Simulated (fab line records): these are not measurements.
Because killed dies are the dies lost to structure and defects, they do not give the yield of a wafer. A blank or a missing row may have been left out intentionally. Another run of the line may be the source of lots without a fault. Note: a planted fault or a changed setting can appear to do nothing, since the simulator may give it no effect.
A single fault, viewed from 2 desks | flow n5_finfet | every desk sees just its own numbers, and what lay behind them comes last

== METROLOGY DESK ==
What the gauges read, lot by lot, whatever tool the lot ran on: means of the sampled wafers that have a number. Any lot whose mean is over 4 standard deviations away from the usual mean is out of limits and marked OUT; that distance is given in the brackets. 7 of its 10 readings are shown, namely those furthest out on some lot.
Columns: A = DIBL_N at N5_BEOL_M4_RC_MEAS_101, usual 36.0 mV/V; B = DIBL_P at N5_BEOL_M4_RC_MEAS_101, usual 36.2 mV/V; C = ION_N at N5_BEOL_M4_RC_MEAS_101, usual 675 uA/um; D = ION_P at N5_BEOL_M4_RC_MEAS_101, usual 463 uA/um; E = SS_P at N5_BEOL_M4_RC_MEAS_101, usual 73.3 mV/dec; F = VT_N at N5_BEOL_M4_RC_MEAS_101, usual 250 mV; G = VT_P at N5_BEOL_M4_RC_MEAS_101, usual -251 mV
lot  | first seen here | A    | B    | C   | D   | E    | F   | G
L507 | day 8 01:43     | 36.3 | 35.2 | 661 | 453 | 73.7 | 251 | -254
L508 | day 8 10:36     | 37.3 | 37.9 | 686 | 466 | 73.8 | 246 | -249
L509 | day 8 20:47     | 34.2 | 36.0 | 665 | 455 | 73.2 | 251 | -253
L510 | day 9 01:07     | 35.7 | 37.4 | 673 | 462 | 72.6 | 249 | -251
L511 | day 9 06:21     | 35.5 | 35.5 | 673 | 459 | 72.6 | 251 | -252
L518 | day 11 02:45    | 40.8 | 40.4 | 694 | 468 | 74.7 | 247 | -249
L520 | day 11 09:48    | 36.5 | 37.5 | 678 | 468 | 73.4 | 250 | -248
L522 | day 12 04:16    | 36.5 | 36.4 | 683 | 467 | 73.5 | 249 | -246
L521 | day 12 04:51    | 35.6 | 36.4 | 669 | 461 | 73.4 | 252 | -250
L527 | day 13 21:14    | 38.4 | 38.6 | 680 | 467 | 74.3 | 249 | -247
L529 | day 13 23:46    | 37.0 | 37.0 | 685 | 467 | 73.1 | 247 | -248
Finding of this desk: none of the 11 lots has anything out of limits.

== DESK OF THE TOOL OWNER: cvd_co-02 ==
The tool's own readings at N5_BEOL_M2_CVD_47 (deposits Co from CCTBA/H2, target thk 3 nm, time 223.8 s): means of the sampled wafers that have a number, for each lot that ran on this tool. Any lot whose mean is over 4 standard deviations away from the usual mean is out of limits and marked OUT; that distance is given in the brackets.
Columns: A = run_length_s at N5_BEOL_M2_CVD_47, usual 246.7 s
lot  | first seen here | A
L507 | day 6 20:51     | 246.6
L509 | day 7 14:28     | 246.5
L510 | day 7 22:51     | 246.9
L511 | day 8 02:28     | 246.7
L518 | day 9 12:23     | 247.4
L520 | day 10 05:53    | 247.6
Finding of this desk: none of the 6 lots has anything out of limits.

== PUT TOGETHER ==
At the metrology desk, nothing out of limits was observed.
The desk of the tool owner found nothing out of limits.

== WHAT WAS PUT IN BY THE SIMULATOR ==
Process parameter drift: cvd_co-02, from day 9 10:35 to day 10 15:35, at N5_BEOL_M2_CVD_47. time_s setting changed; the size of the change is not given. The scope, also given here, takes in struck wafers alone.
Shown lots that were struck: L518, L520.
